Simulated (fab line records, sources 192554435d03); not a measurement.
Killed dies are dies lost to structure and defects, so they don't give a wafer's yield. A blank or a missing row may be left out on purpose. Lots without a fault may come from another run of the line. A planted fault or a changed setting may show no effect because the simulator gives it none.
A struck lot beside a sound one | flow n5_finfet | 42 steps out of a route of 1938
Sound: wafers L736.1, L736.2, L736.6. Struck: wafer L746.2. (L746.5, L746.6 of the same lot were not struck and are left out.) The cause comes at the end.
At each step with rows: each side's tool, then ch and its chambers, then its first start. Under that, the readings that differ: sound wafers | struck wafers | difference of the means | sigmas: that difference in standard deviations of wafers without a fault.
alike: readings whose means differ by less than 2 such deviations, and words and numbers that are the same on both sides. not compared: withheld readings, readings that some wafer has no value for, bounds like >300 that may hide the same value, and numbers for which the record gives no deviation and whose values overlap.
The two part at a step that has a row with sigmas, a row that says differs or no value, or rows on one side only. Numbers that don't overlap but have no deviation are shown without sigmas and don't part them. A reading that every wafer of one side lacks parts them only if that side has two wafers or more.

N5_STI_FIN_REVEAL_OXIDATION_33: chemistry O2 PLASMA REMOTE, time 20 s.
  sound on plasma_asher-01 ch 0,1, day 3 02:49; struck on plasma_asher-02 ch 0, day 5 13:15
  reading                     | sound       | struck | difference | sigmas
  drypump_motor_current_A (A) | 5.7 5.8 5.7 | 4.8    | -0.9       | -3
  alike: heater_power_w
  not compared: rf_hours_counter_h
then, 2 steps without rows for these wafers: N5_STI_FIN_REVEAL_CLEAN_19 (cleans in O3/DIW, time 120 s); N5_STI_FIN_REVEAL_SRD_23 (time 30 s).
N5_STI_FIN_REVEAL_CD_MEAS_22: target cd 6.238 nm, pitch 28 nm.
  sound on cd_sem-01, day 3 02:59; struck on cd_sem-02, day 5 13:25
  alike: cd_nm
N5_STI_FIN_REVEAL_FIN_H_MEAS_10:
  sound on ocd-01, day 3 03:01; struck on ocd-02, day 5 13:27
  alike: trench_depth_nm
then, 2 steps without rows for these wafers: N5_STI_FIN_REVEAL_PRECLEAN_18 (cleans in SC2, time 45 s); N5_STI_FIN_REVEAL_SRD_28 (time 30 s).
N5_STI_FIN_REVEAL_INSPECT_13: inspects for defects (darkfield).
  sound on defect_inspect-02, day 3 03:08; struck on defect_inspect-01, day 5 13:32
  reading          | sound    | struck | difference | sigmas
  raw_defect_count | 25 18 10 | 6      | -12        | -2
then, 4 steps without rows for these wafers: N5_DUMMY_GATE_PRECLEAN_00 (cleans in O3/DIW, time 60 s); N5_DUMMY_GATE_SRD_01 (time 30 s); N5_DUMMY_GATE_ALD_02 (deposits SiO2, target thk 2 nm, pulse time 1 s); N5_DUMMY_GATE_CVD_03 (deposits a-Si from SiH4, target thk 150 nm, time 8042 s).
N5_DUMMY_GATE_PRECLEAN_46: cleans in DIW, time 89.5 s.
  sound on wet_bench-02 ch 1,2,6, day 3 07:02; struck on wet_bench-02 ch 2,3,5, day 5 17:25
then, 1 step without rows for these wafers: N5_DUMMY_GATE_SRD_47 (dry time 32 s).
N5_DUMMY_GATE_CMP_04: polishes a-Si.
  sound on cmp-01 ch 0,2, day 3 07:05; struck on cmp-02 ch 2, day 5 17:31
  reading             | sound        | struck | difference | sigmas
  motor_current_A (A) | 8.8 10.0 8.7 | 11.1   | +1.9       | +2
  alike: time_to_endpoint_s
N5_DUMMY_GATE_THK_MEAS_05:
  sound on film_metro-02, day 3 07:19; struck on film_metro-01, day 5 17:43
  alike: thk_nm
then, 11 steps without rows for these wafers: N5_DUMMY_GATE_HM_DEP_06 (deposits SiNx from DCS/NH3, target thk 80 nm, time 5141 s); N5_DUMMY_GATE_PECVD_30 (deposits SiO2 from TEOS/O2, target thk 55 nm, time 10.8 s); N5_DUMMY_GATE_COAT_34 (time 60 s, resist thk 60 nm); N5_DUMMY_GATE_COAT_35 (time 60 s, resist thk 10 nm); N5_DUMMY_GATE_COAT_28 (time 60 s, resist thk 10 nm); N5_DUMMY_GATE_COAT_09 (resist thk 30 nm); N5_DUMMY_GATE_EBR_11; N5_DUMMY_GATE_SOFTBAKE_10 (time 60 s); N5_DUMMY_GATE_EXPOSE_12 (exposes mask GATE, target cd 25 nm); N5_DUMMY_GATE_PEB_13 (peb time 60 s); N5_DUMMY_GATE_DEVELOP_14 (develop time 30 s).
N5_DUMMY_GATE_CD_MEAS_15: target cd 25.8 nm.
  sound on cd_sem-03 ch 0, day 3 11:45; struck on cd_sem-01 ch 0, day 6 00:09
  alike: cd_nm
N5_DUMMY_GATE_OVL_MEAS_16:
  sound on overlay-02 ch 0, day 3 11:47; struck on overlay-02 ch 0, day 6 00:11
  alike: GATE_OVL
N5_DUMMY_GATE_DESCUM_20: chemistry O2, time 6.2 s.
  sound on rie_diel-02 ch 1,2,3, day 3 11:53; struck on rie_diel-02 ch 1, day 6 00:29
  alike: drypump_motor_current_A, oes_product_au, rf_vpp_V, showerhead_plenum_p_Torr, throttle_valve_pct
  not compared: rf_hours_counter_h
then, 2 steps without rows for these wafers: N5_DUMMY_GATE_ETCH_29 (etches underlayer in N2/H2, target depth 13 nm); N5_DUMMY_GATE_ETCH_36 (etches SiARC in CF4, target depth 13 nm).
N5_DUMMY_GATE_ETCH_37: etches SOC in N2/H2, target depth 60 nm, overetch 30 nm.
  sound on rie_diel-02 ch 1,2,3, day 3 12:02; struck on rie_diel-02 ch 1, day 6 00:38
  alike: drypump_motor_current_A, oes_product_au, rf_vpp_V, showerhead_plenum_p_Torr, throttle_valve_pct
  not compared: rf_hours_counter_h
then, 4 steps without rows for these wafers: N5_DUMMY_GATE_STRIP_38 (strips in N2/H2); N5_DUMMY_GATE_STRIP_39 (strips in N2/H2); N5_DUMMY_GATE_TRIM_49 (chemistry O2, time 29 s, target cd 14 nm); N5_DUMMY_GATE_STRIP_40 (strips in CF4).
N5_DUMMY_GATE_CD_MEAS_50: target cd 14 nm.
  sound on cd_sem-01, day 3 12:18; struck on cd_sem-03, day 6 00:52
  alike: cd_nm
then, 1 step without rows for these wafers: N5_DUMMY_GATE_ETCH_31 (etches SiO2 in C4F6/O2, target depth 82.5 nm, time 27.5 s).
N5_DUMMY_GATE_STRIP_41: strips in O2.
  sound on rie_diel-02 ch 0,1,3, day 3 12:36; struck on rie_diel-06 ch 1, day 6 00:58
  alike: drypump_motor_current_A, oes_product_au, rf_vpp_V, showerhead_plenum_p_Torr, throttle_valve_pct
  not compared: rf_hours_counter_h
then, 1 step without rows for these wafers: N5_DUMMY_GATE_HM_OPEN_21 (chemistry CH3F/O2, target SiNx, target depth 120 nm, time 171.4 s).
-- the record jumps here: 11 days lie between the struck wafers' starts before and after (it left off in module DUMMY_GATE and takes up again in module PASSIVATION, whose first step shown is number 1936 of the route) --
N5_PASSIVATION_PROBE_49:
  the record has rows for the struck wafers here (prober-02, day 16 16:32) and none for the sound ones

WHERE THEY PART
First at N5_STI_FIN_REVEAL_OXIDATION_33; last, within this record, at N5_PASSIVATION_PROBE_49.

WHY: what the simulator had put in
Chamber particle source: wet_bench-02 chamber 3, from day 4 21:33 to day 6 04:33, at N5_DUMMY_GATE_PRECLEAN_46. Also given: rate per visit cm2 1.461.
